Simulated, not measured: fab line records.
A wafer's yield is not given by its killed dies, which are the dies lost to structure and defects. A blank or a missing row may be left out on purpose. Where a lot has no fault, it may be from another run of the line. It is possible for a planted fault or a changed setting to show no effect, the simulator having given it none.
fab line records | flow n5-finfet
[record] lots = 7 wafers = 21
route steps=1938 shown MOL_CONTACT_COAG@624 BEOL_M0_SAQP@634 BEOL_M0_CUTY@702 BEOL_M1@755 BEOL_M2@879 BEOL_M5@1116
start-h: hours from the record's first day to the start of the lot's first wafer shown | wait-h: hours elapsed since this lot's preceding step | " the same as in the row above | L1.1+2: a row that stands for several wafers | - value missing, or start not given | * or withheld: withheld | < > ~ a bound
route shown NAME@n: names a module that has steps shown in the file, with the first one's number in the route | usual: mean/standard deviation of fault-free wafers | same: alike in all rows | chamber/n: place in a boat | sites: the reading at each site | _std_site: standard deviation of those values | _edge_site: inner sites' mean taken away from outer sites' mean | radius-mm: how far each site lies from the wafer's centre | mask NAME#n: copy n | behind: the most recent tool/chamber to have shaped the wafer | hold: what put the lot on hold/how long, in hours/how the hold closed | device: whichever transistor did not switch (one of n, p or np) | end of line: tests of these same wafers at the route's end | a step with no rows: only its recipe | killed: count of dies lost to structure and defects at first sort (not the wafer's yield) | map: a wafer's dies, x killed, . not, _ none there
set.NAME: the setting as run; set.NAME@STEP: as run at that earlier step | model.NAME: the simulator's own value behind a step, which no gauge read
lots run with intentionally changed settings; tables by step, rows by wafer
[[steps]]
[step N5_MOL_CONTACT_COAG_CVD_140]
[recipe] material = W target-thk-a = 665 mode = selective-fill temp-c = 300 time-s = 215
// columns lot.wafer tool chamber start-h wait-h set.target-thk-a model.W_of_MOL_CONTACT_COAG_CVD_140.thk-nm
L080.3 cvd-w-01 0 134.37 0.1 665 68
L080.5 " 1 " " 739.8 74
L080.6 " 0 " " 739.8 75
L082.4 cvd-w-01 0 157.90 0.1 717.9 72.2
L082.5 " 0 " " 717.9 72.6
L082.6 " 1 " " 665 65.6
L083.3 cvd-w-01 1 161.34 0.1 665 67.2
L083.4 " 0 " " 665 68
L083.5 " 0 " " 747.5 76.2
L084.1 cvd-w-01 1 164.51 0.1 665 66.2
L084.3 " 0 " " 665 67.6
L084.4 " 1 " " 741.3 73.6
L086.1 cvd-w-01 0 176.94 0.1 586.5 60
L086.4 " 0 " " 665 67.8
L086.6 " 0 " " 586.5 59.8
L092.1 cvd-w-02 1 211.48 0.1 602.5 61.6
L092.3 " 1 " " 602.5 62.2
L092.4 " 0 " " 665 67
L097.2+4 cvd-w-01 1 239.83 0.1 665 66
L097.6 " 0 " " 665 67.2
[step N5_BEOL_M0_SAQP_HM_DEP_02]
[recipe] material = TiN target-thk-a = 120 temp-c = 25 chamber-pressure-pa = 0.49996
// columns lot.wafer tool chamber start-h wait-h set.target-thk-a model.TiN_of_BEOL_M0_SAQP_HM_DEP_02.thk-nm
L080.3 pvd-sputter-01 - 138.98 0.6 106.8 10.6
L080.5 " - " " 120 11.8
L080.6 " - " " 106.8 10.4
L082.4 pvd-sputter-01 - 162.23 0.3 109.7 10.8
L082.5 " - " " 120 11.6
L082.6 " - " " 120 11.8
L083.3+4 pvd-sputter-03 - 165.49 0.2 120 12
L083.5 " - " " 120 12.2
L084.1+4 pvd-sputter-02 - 170.48 1.9 120 12
L084.3 " - " " 120 11.8
L086.1+6 pvd-sputter-03 - 181.05 0.1 106.6 10.8
L086.4 " - " " 120 12.2
L092.1 pvd-sputter-02 - 216.72 1.2 120 12
L092.3 " - " " 127.7 12.8
L092.4 " - " " 127.7 12.6
L097.2 pvd-sputter-03 - 244.57 0.7 120 12.2
L097.4 " - " " 120 11.6
L097.6 " - " " 120 12
[step N5_BEOL_M0_SAQP_ALD_48]
[recipe] material = SiO2 target-thk-a = 200 temp-c = 100 ald-precursor-family = BDEAS ald-co-reactant = O2-plasma pulse-time-s = 1 co-reactant-pulse-time-s = 1 purge-time-s = 2 co-reactant-purge-time-s = 2 ald-cycles = 139 pressure-torr = 2
// columns lot.wafer tool chamber start-h wait-h set.ald-cycles model.SiO2_of_BEOL_M0_SAQP_ALD_48.thk-nm
L080.3 ald-sin-03 2 144.63 0.1 139 20
L080.5+6 " 2,3 " " 146 21
L082.4+5 ald-sin-02 2,1 167.72 0.1 148 21.4
L082.6 " 0 " " 139 20
L083.3 ald-sin-01 3 175.39 0.0 139 20.2
L083.4 " 2 " " 139 19.8
L083.5 " 1 " " 139 20
L084.1 ald-sin-01 3 175.89 0.2 139 20.2
L084.3 " 1 " " 160 23
L084.4 " 2 " " 139 20
L086.1 ald-sin-03 2 187.28 0.0 139 20
L086.4+6 " 2,3 " " 133 19.2
L092.1 ald-sin-03 0 228.71 0.0 126 18.2
L092.3+4 " 3 " " 139 20
L097.2+4+6 ald-sin-01 3,1,2 250.99 1.1 139 20
[step N5_BEOL_M0_CUTY_COAT_51]
[recipe] resist = CAR-ArF-block spin-rpm = 1500 resist-thk-nm = 150
// columns lot.wafer tool chamber start-h wait-h set.spin-rpm model.CAR-ArF-block_of_BEOL_M0_CUTY_COAT_51.thk-nm
L080.3+5 litho-track-04 0 - - 1545 148.2
L080.6 " 0 " " 1500 149.8
L082.4+5 litho-track-04 0 - - 1500 150.6
L082.6 " 0 " " 1500 150.8
L083.3+5 litho-track-04 0 - - 1500 149.6
L083.4 " 0 " " 1661 141.8
L084.1 litho-track-04 0 - - 1500 149.6
L084.3 " 0 " " 1500 150
L084.4 " 0 " " 1500 150.2
L086.1 litho-track-01 0 - - 1500 149.2
L086.4 " 0 " " 1500 149.6
L086.6 " 0 " " 1500 149.8
L092.1 litho-track-02 0 - - 1441 153
L092.3 " 0 " " 1441 153.4
L092.4 " 0 " " 1500 150.4
L097.2+4 litho-track-01 0 - - 1500 150.6
L097.6 " 0 " " 1500 150
[step N5_BEOL_M0_CUTY_EBR_52]
[recipe] solvent = PGMEA ebr-width-mm = 1.5
[step N5_BEOL_M0_CUTY_SOFTBAKE_53]
[recipe] temp-c = 110 time-s = 60 resist = CAR-ArF-block
[step N5_BEOL_M0_CUTY_EXPOSE_54]
[recipe] mask-id = M0_ABLK na = 1.35 source-shape = conventional sigma-outer = 0.8 polarization = unpolarized dose-mj = 36
[step N5_BEOL_M0_CUTY_PEB_55]
[recipe] peb-temp-c = 110 peb-time-s = 60 resist = CAR-ArF-block
[step N5_BEOL_M0_CUTY_DEVELOP_56]
[recipe] develop-time-s = 30 developer = TMAH resist = CAR-ArF-block rinse-liquid = diw dry = air-spin dev-temp-c = 23
// columns lot.wafer tool chamber start-h wait-h set.spin-rpm@BEOL_M0_CUTY_COAT_51 model.CAR-ArF-block_of_BEOL_M0_CUTY_COAT_51.thk-nm
L080.3 litho-track-01 0 - - 1545 146.4
L080.5 " 0 " " 1545 146.6
L080.6 " 0 " " 1500 148.2
L082.4+6 litho-track-01 0 - - 1500 149
L082.5 " 0 " " 1500 148.8
L083.3+5 litho-track-04 0 - - 1500 147.8
L083.4 " 0 " " 1661 140
L084.1 litho-track-01 0 - - 1500 147.8
L084.3 " 0 " " 1500 148.2
L084.4 " 0 " " 1500 148.6
L086.1 litho-track-04 0 - - 1500 147.6
L086.4 " 0 " " 1500 147.8
L086.6 " 0 " " 1500 148
L092.1 litho-track-01 0 - - 1441 151.4
L092.3 " 0 " " 1441 151.6
L092.4 " 0 " " 1500 148.6
L097.2 litho-track-01 0 - - 1500 148.8
L097.4 " 0 " " 1500 149
L097.6 " 0 " " 1500 148.2
[step N5_BEOL_M1_COAT_61]
[recipe] resist = SOC temp-c = 250 time-s = 60 spin-rpm = 1500 resist-thk-nm = 60
// columns lot.wafer tool chamber start-h wait-h set.spin-rpm model.SOC_of_BEOL_M1_COAT_61.thk-nm
L080.3+6 litho-track-03 0 154.89 0.1 1500 60.2
L080.5 " 0 " " 1335 63.8
L082.4 litho-track-04 0 174.16 0.1 1618 57.6
L082.5+6 " 0 " " 1500 59.8
L083.3+4+5 litho-track-05 0 183.55 0.1 1500 60.4
L084.1 litho-track-05 0 186.47 0.1 1500 60
L084.3 " 0 " " 1500 59.8
L084.4 " 0 " " 1366 62.8
L086.1 litho-track-04 0 195.07 0.1 1500 60
L086.4 " 0 " " 1356 63.4
L086.6 " 0 " " 1356 63
L092.1 litho-track-03 0 238.00 0.1 1450 60.8
L092.3+4 " 0 " " 1500 59.8
L097.2+4 litho-track-03 0 260.91 0.1 1500 60
L097.6 " 0 " " 1500 59.8
[step N5_BEOL_M1_COAT_62]
[recipe] resist = SiARC temp-c = 220 time-s = 60 spin-rpm = 1500 resist-thk-nm = 12
[step N5_BEOL_M1_COAT_73]
[recipe] resist = underlayer temp-c = 205 time-s = 60 spin-rpm = 1500 resist-thk-nm = 5
[step N5_BEOL_M1_ETCH_74]
[recipe] chemistry = N2/H2 target = underlayer target-depth-a = 65 mask-material = CAR-EUV time-s = 5.2 ion-energy-ev = 200 pressure-mtorr = 30 source-w = 840 bias-w = 150 n2-flow-sccm = 200 h2-flow-sccm = 200 ends = cleared
[step N5_BEOL_M1_ETCH_63]
[recipe] chemistry = CF4 target = SiARC target-depth-a = 156 mask-material = CAR-EUV time-s = 26 ion-energy-ev = 80 pressure-mtorr = 40 source-w = 545 bias-w = 36 Ar_flow_sccm = 100 cf4-flow-sccm = 100 ends = cleared
[step N5_BEOL_M1_ETCH_64]
[recipe] chemistry = N2/H2 target = SOC target-depth-a = 750 overetch-a = 150 mask-material = SiARC temp-c = 40 time-s = 112.5 ion-energy-ev = 200 pressure-mtorr = 30 source-w = 840 bias-w = 150 n2-flow-sccm = 200 h2-flow-sccm = 200
// columns lot.wafer tool chamber start-h wait-h set.spin-rpm@BEOL_M1_COAT_61 model.etch.depth-nm
L080.3 rie-diel-06 2 155.65 0.0 1500 60.3
L080.5 " 2 " " 1335 63.78
L080.6 " 3 " " 1500 60.11
L082.4 rie-diel-03 2 174.86 0.0 1618 57.64
L082.5+6 " 3,2 " " 1500 59.81
L083.3 rie-diel-06 0 184.14 0.0 1500 60.47
L083.4 " 1 " " 1500 60.48
L083.5 " 0 " " 1500 60.42
L084.1 rie-diel-06 1 187.10 0.0 1500 59.96
L084.3 " 3 " " 1500 59.8
L084.4 " 2 " " 1366 62.72
L086.1 rie-diel-06 2 195.66 0.0 1500 60.05
L086.4 " 3 " " 1356 63.31
L086.6 " 0 " " 1356 63.06
L092.1 rie-diel-03 1 238.59 0.0 1450 60.78
L092.3 " 3 " " 1500 59.73
L092.4 " 1 " " 1500 59.74
L097.2 rie-diel-02 3 261.37 0.0 1500 59.96
L097.4 " 0 " " 1500 59.91
L097.6 " 2 " " 1500 59.7
[step N5_BEOL_M1_STRIP_65]
[recipe] chemistry = N2/H2 temp-c = 40 n2-flow-sccm = 200 h2-flow-sccm = 200 rf-frequency-hz = 6e+07
[step N5_BEOL_M1_STRIP_75]
[recipe] chemistry = N2/H2 temp-c = 40 n2-flow-sccm = 200 h2-flow-sccm = 200 rf-frequency-hz = 6e+07
[step N5_BEOL_M1_STRIP_66]
[recipe] chemistry = CF4 resist = SiARC power-w = 300 bias-power-w = 75 pressure-mtorr = 50 cf4-flow-sccm = 150 rf-frequency-hz = 6e+07
[step N5_BEOL_M1_HM_OPEN_17]
[recipe] chemistry = Cl2/BCl3 target-depth-a = 200 overetch-a = 60 target = TiN mask-material = SOC ion-energy-ev = 150 pressure-mtorr = 10 icp-w = 1000 bias-w = 126 Cl2_flow_sccm = 53.25 bcl3-flow-sccm = 21.75 Ar_flow_sccm = 25
// columns lot.wafer tool chamber start-h wait-h set.spin-rpm@BEOL_M1_COAT_61 model.SOC_of_BEOL_M1_COAT_61.thk-nm
L080.3 rie-metal-02 1 155.85 0.1 1500 52.6
L080.5 " 0 " " 1335 55.6
L080.6 " 1 " " 1500 52.4
L082.4 rie-metal-01 0 175.06 0.1 1618 49.6
L082.5 " 1 " " 1500 52
L082.6 " 0 " " 1500 51.8
L083.3+4+5 rie-metal-01 0,1,0 184.34 0.1 1500 52.6
L084.1 rie-metal-02 1 187.27 0.0 1500 52.6
L084.3 " 1 " " 1500 52.4
L084.4 " 1 " " 1366 55.2
L086.1 rie-metal-01 0 195.83 0.0 1500 52.2
L086.4 " 1 " " 1356 55.4
L086.6 " 0 " " 1356 55
L092.1 rie-metal-01 0 238.76 0.0 1450 53
L092.3+4 " 0,1 " " 1500 52
L097.2+4 rie-metal-01 1,0 261.54 0.0 1500 52
L097.6 " 1 " " 1500 51.8
[step N5_BEOL_M2_DESCUM_33]
[recipe] chemistry = O2 time-s = 7 source-power-w = 50 bias-power-w = 20 pressure-mtorr = 20 rf-frequency-hz = 2.712e+07 temp-c = 40 resist = CAR-EUV o2-flow-sccm = 225
// columns lot.wafer tool chamber start-h wait-h set.time-s model.CAR-EUV_of_BEOL_M2_COAT_22.thk-nm
L080.3+5+6 rie-diel-01 2,0,1 164.73 0.0 7 26
L082.4+6 rie-diel-01 0,1 187.95 0.0 8.153 25.6
L082.5 " 0 " " 8.153 25.8
L083.3+4+5 rie-diel-04 3,2,3 195.23 0.0 7 26.2
L084.1 rie-diel-04 2 200.38 0.1 7 26
L084.3 " 1 " " 5.839 26.8
L084.4 " 1 " " 5.839 26.6
L086.1+4+6 rie-diel-04 1,0,3 204.14 0.0 7 26
L092.1 rie-diel-05 0 249.01 0.0 5.577 26.8
L092.3+4 " 2,3 " " 7 26
L097.2+4+6 rie-diel-01 1,2,1 270.98 0.2 7 26.2
[step N5_BEOL_M2_ETCH_77]
[recipe] chemistry = N2/H2 target = underlayer target-depth-a = 65 mask-material = CAR-EUV time-s = 5.2 ion-energy-ev = 200 pressure-mtorr = 30 source-w = 840 bias-w = 150 n2-flow-sccm = 200 h2-flow-sccm = 200 ends = cleared
// columns lot.wafer tool chamber start-h wait-h set.time-s@BEOL_M2_DESCUM_33 model.CAR-EUV_of_BEOL_M2_COAT_22.thk-nm
L080.3+5 rie-diel-01 2,0 164.76 0.0 7 20.4
L080.6 " 1 " " 7 20.2
L082.4 rie-diel-01 0 187.99 0.0 8.153 20
L082.5 " 0 " " 8.153 20.2
L082.6 " 1 " " 8.153 19.8
L083.3+4+5 rie-diel-04 3,2,3 195.27 0.0 7 20.4
L084.1 rie-diel-04 2 200.42 0.0 7 20.2
L084.3+4 " 1 " " 5.839 21
L086.1+6 rie-diel-04 1,3 204.18 0.0 7 20.4
L086.4 " 0 " " 7 20.2
L092.1 rie-diel-05 0 249.05 0.0 5.577 21
L092.3+4 " 2,3 " " 7 20.2
L097.2+6 rie-diel-01 1 271.02 0.0 7 20.4
L097.4 " 2 " " 7 20.6
[step N5_BEOL_M2_ETCH_69]
[recipe] chemistry = CF4 target = SiARC target-depth-a = 156 mask-material = CAR-EUV time-s = 26 ion-energy-ev = 80 pressure-mtorr = 40 source-w = 545 bias-w = 36 Ar_flow_sccm = 100 cf4-flow-sccm = 100 ends = cleared
[step N5_BEOL_M2_ALD_98]
[recipe] material = SiO2 target-thk-a = 25 temp-c = 100 ald-precursor-family = BDEAS ald-co-reactant = O2-plasma pulse-time-s = 1 co-reactant-pulse-time-s = 1 purge-time-s = 2 co-reactant-purge-time-s = 2 ald-cycles = 17 pressure-torr = 2
[step N5_BEOL_M2_ETCHBACK_99]
[recipe] chemistry = CHF3 target = SiO2 target-depth-a = 50 time-s = 10.4 source-w = 215 bias-w = 47 Ar_flow_sccm = 200 CHF3_flow_sccm = 12 ion-energy-ev = 100 pressure-mtorr = 30
// columns lot.wafer tool chamber start-h wait-h set.time-s@BEOL_M2_DESCUM_33 model.CAR-EUV_of_BEOL_M2_COAT_22.thk-nm
L080.3 rie-diel-04 3 164.99 0.1 7 10.4
L080.5 " 1 " " 7 10.6
L080.6 " 2 " " 7 10.2
L082.4+5 rie-diel-01 1,3 189.05 0.9 8.153 10.2
L082.6 " 0 " " 8.153 10
L083.3+5 rie-diel-04 3 197.92 2.5 7 10.6
L083.4 " 2 " " 7 10.4
L084.1 rie-diel-04 3 201.34 0.8 7 10.4
L084.3 " 2 " " 5.839 11.2
L084.4 " 2 " " 5.839 11
L086.1+6 rie-diel-04 1 207.15 2.8 7 10.4
L086.4 " 0 " " 7 10.2
L092.1 rie-diel-05 2 254.06 4.0 5.577 11
L092.3 " 0 " " 7 10.4
L092.4 " 1 " " 7 10.2
L097.2+6 rie-diel-01 1 275.38 4.1 7 10.4
L097.4 " 3 " " 7 10.6
[step N5_BEOL_M5_HM_DEP_02]
[recipe] material = TiN target-thk-a = 200 temp-c = 25 chamber-pressure-pa = 0.49996
// columns lot.wafer tool chamber start-h wait-h set.target-thk-a model.TiN_of_BEOL_M5_HM_DEP_02.thk-nm
L080.3 pvd-sputter-03 - 189.58 1.1 214.5 21.4
L080.5+6 " - " " 200 20.2
L082.4+5 pvd-sputter-03 - 213.61 2.0 200 19.8
L082.6 " - " " 200 20
L083.3 pvd-sputter-01 - 220.69 1.0 225.8 22.2
L083.4 " - " " 200 20
L083.5 " - " " 200 19.8
L084.1 pvd-sputter-01 - 231.43 0.1 183.8 18.4
L084.3 " - " " 200 19.6
L084.4 " - " " 183.8 18.6
L086.1+4+6 pvd-sputter-03 - 238.15 1.2 200 20
L092.1+4 pvd-sputter-02 - 281.83 0.2 211 20.8
L092.3 " - " " 200 20.2
L097.2+6 pvd-sputter-02 - 306.81 0.7 200 20
L097.4 " - " " 200 20.4
[step N5_BEOL_M5_COAT_71]
[recipe] resist = underlayer temp-c = 205 time-s = 60 spin-rpm = 1500 resist-thk-nm = 5
// columns lot.wafer tool chamber start-h wait-h set.spin-rpm
L080.3+5+6 litho-track-04 0 - - 1500
L082.4+5+6 litho-track-04 0 - - 1500
L083.3 litho-track-01 0 - - 1640
L083.4+5 " 0 " " 1500
L084.1 litho-track-01 0 - - 1500
L084.3+4 " 0 " " 1660
L086.1+4+6 litho-track-01 0 - - 1500
L092.1+3 litho-track-02 0 - - 1500
L092.4 " 0 " " 1432
L097.2+4+6 litho-track-04 0 - - 1500
[step N5_BEOL_M5_COAT_05]
[recipe] resist = CAR-EUV spin-rpm = 1500 resist-thk-nm = 30
[step N5_BEOL_M5_EBR_07]
[recipe] solvent = PGMEA ebr-width-mm = 1.5
[step N5_BEOL_M5_DESCUM_16]
[recipe] chemistry = O2 time-s = 7 source-power-w = 50 bias-power-w = 20 pressure-mtorr = 20 rf-frequency-hz = 2.712e+07 temp-c = 40 resist = CAR-EUV o2-flow-sccm = 225
[step N5_BEOL_M5_ETCH_72]
[recipe] chemistry = N2/H2 target = underlayer target-depth-a = 65 mask-material = CAR-EUV time-s = 5.2 ion-energy-ev = 200 pressure-mtorr = 30 source-w = 840 bias-w = 150 n2-flow-sccm = 200 h2-flow-sccm = 200 ends = cleared
// columns lot.wafer tool chamber start-h wait-h set.spin-rpm@BEOL_M5_COAT_71 model.etch.depth-nm
L080.3 rie-diel-03 1 190.13 0.0 1500 4.984
L080.5 " 2 " " 1500 4.999
L080.6 " 1 " " 1500 4.99
L082.4 rie-diel-06 0 214.16 0.0 1500 5.009
L082.5 " 2 " " 1500 5.02
L082.6 " 1 " " 1500 5.011
L083.3 rie-diel-02 3 221.23 0.0 1640 4.794
L083.4 " 0 " " 1500 4.995
L083.5 " 2 " " 1500 4.989
L084.1 rie-diel-03 1 231.98 0.0 1500 5.022
L084.3 " 2 " " 1660 4.784
L084.4 " 3 " " 1660 4.786
L086.1 rie-diel-03 3 238.83 0.0 1500 5.03
L086.4 " 1 " " 1500 5.034
L086.6 " 3 " " 1500 5.018
L092.1 rie-diel-06 2 282.85 0.0 1500 4.981
L092.3 " 1 " " 1500 4.986
L092.4 " 3 " " 1432 5.104
L097.2 rie-diel-06 1 307.84 0.0 1500 5.02
L097.4+6 " 1,2 " " 1500 4.995
[step N5_BEOL_M5_ETCH_61]
[recipe] chemistry = CF4 target = SiARC target-depth-a = 156 mask-material = CAR-EUV time-s = 26 ion-energy-ev = 80 pressure-mtorr = 40 source-w = 545 bias-w = 36 Ar_flow_sccm = 100 cf4-flow-sccm = 100 ends = cleared
[step N5_BEOL_M5_ETCH_62]
[recipe] chemistry = N2/H2 target = SOC target-depth-a = 750 overetch-a = 150 mask-material = SiARC temp-c = 40 time-s = 112.5 ion-energy-ev = 200 pressure-mtorr = 30 source-w = 840 bias-w = 150 n2-flow-sccm = 200 h2-flow-sccm = 200
[step N5_BEOL_M5_STRIP_73]
[recipe] chemistry = N2/H2 temp-c = 40 n2-flow-sccm = 200 h2-flow-sccm = 200 rf-frequency-hz = 6e+07
[step N5_BEOL_M5_STRIP_64]
[recipe] chemistry = CF4 resist = SiARC power-w = 300 bias-power-w = 75 pressure-mtorr = 50 cf4-flow-sccm = 150 rf-frequency-hz = 6e+07
[step N5_BEOL_M5_HM_OPEN_17]
[recipe] chemistry = Cl2/BCl3 target-depth-a = 200 overetch-a = 60 target = TiN mask-material = SOC ion-energy-ev = 150 pressure-mtorr = 10 icp-w = 1000 bias-w = 126 Cl2_flow_sccm = 53.25 bcl3-flow-sccm = 21.75 Ar_flow_sccm = 25
// columns lot.wafer tool chamber start-h wait-h set.target-thk-a@BEOL_M5_HM_DEP_02 model.etch.depth-nm
L080.3 rie-metal-02 1 190.41 0.1 214.5 21.37
L080.5 " 1 " " 200 20.14
L080.6 " 1 " " 200 20.15
L082.4 rie-metal-03 1 214.40 0.1 200 19.77
L082.5 " 1 " " 200 19.71
L082.6 " 0 " " 200 19.98
L083.3 rie-metal-01 1 221.48 0.1 225.8 22.15
L083.4 " 0 " " 200 19.91
L083.5 " 1 " " 200 19.73
L084.1 rie-metal-02 0 232.20 0.0 183.8 18.41
L084.3 " 0 " " 200 19.66
L084.4 " 1 " " 183.8 18.61
L086.1 rie-metal-02 1 239.04 0.0 200 20.02
L086.4 " 0 " " 200 19.99
L086.6 " 1 " " 200 19.9
L092.1 rie-metal-03 0 283.06 0.0 211 20.84
L092.3 " 1 " " 200 20.22
L092.4 " 0 " " 211 20.78
L097.2 rie-metal-01 1 308.05 0.0 200 20.06
L097.4 " 0 " " 200 20.3
L097.6 " 0 " " 200 19.92
[[key]]
[split] step = N5_MOL_CONTACT_COAG_CVD_140 setting = target-thk-a stated = 665 by = wafer
[response] step = N5_MOL_CONTACT_COAG_CVD_140 reading = model.W_of_MOL_CONTACT_COAG_CVD_140.thk-nm change = +0.643 per = 1% r = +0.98
[split] step = N5_BEOL_M0_SAQP_HM_DEP_02 setting = target-thk-a stated = 120 by = wafer
[response] step = N5_BEOL_M0_SAQP_HM_DEP_02 reading = model.TiN_of_BEOL_M0_SAQP_HM_DEP_02.thk-nm change = +0.117 per = 1% r = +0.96
[split] step = N5_BEOL_M0_SAQP_ALD_48 setting = ald-cycles stated = 139 by = wafer
[response] step = N5_BEOL_M0_SAQP_ALD_48 reading = model.SiO2_of_BEOL_M0_SAQP_ALD_48.thk-nm change = +0.195 per = 1% r = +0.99
[split] step = N5_BEOL_M0_CUTY_COAT_51 setting = spin-rpm stated = 1500 by = wafer
[response] step = N5_BEOL_M0_CUTY_COAT_51 reading = model.CAR-ArF-block_of_BEOL_M0_CUTY_COAT_51.thk-nm change = -0.713 per = 1% r = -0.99
[response] step = N5_BEOL_M0_CUTY_DEVELOP_56 reading = model.CAR-ArF-block_of_BEOL_M0_CUTY_COAT_51.thk-nm change = -0.718 per = 1% r = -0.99
[split] step = N5_BEOL_M1_COAT_61 setting = spin-rpm stated = 1500 by = wafer
[response] step = N5_BEOL_M1_COAT_61 reading = model.SOC_of_BEOL_M1_COAT_61.thk-nm change = -0.319 per = 1% r = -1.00
[response] step = N5_BEOL_M1_ETCH_64 reading = model.etch.depth-nm change = -0.315 per = 1% r = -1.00
[response] step = N5_BEOL_M1_HM_OPEN_17 reading = model.SOC_of_BEOL_M1_COAT_61.thk-nm change = -0.296 per = 1% r = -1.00
[split] step = N5_BEOL_M2_DESCUM_33 setting = time-s stated = 7 by = wafer
[response] step = N5_BEOL_M2_DESCUM_33 reading = model.CAR-EUV_of_BEOL_M2_COAT_22.thk-nm change = -0.0405 per = 1% r = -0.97
[response] step = N5_BEOL_M2_ETCH_77 reading = model.CAR-EUV_of_BEOL_M2_COAT_22.thk-nm change = -0.0429 per = 1% r = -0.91
[response] step = N5_BEOL_M2_ETCHBACK_99 reading = model.CAR-EUV_of_BEOL_M2_COAT_22.thk-nm change = -0.0375 per = 1% r = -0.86
[split] step = N5_BEOL_M5_HM_DEP_02 setting = target-thk-a stated = 200 by = wafer
[response] step = N5_BEOL_M5_HM_DEP_02 reading = model.TiN_of_BEOL_M5_HM_DEP_02.thk-nm change = +0.161 per = 1% r = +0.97
[response] step = N5_BEOL_M5_HM_OPEN_17 reading = model.etch.depth-nm change = +0.164 per = 1% r = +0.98
[split] step = N5_BEOL_M5_COAT_71 setting = spin-rpm stated = 1500 by = wafer
[response] step = N5_BEOL_M5_ETCH_72 reading = model.etch.depth-nm change = -0.0223 per = 1% r = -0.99
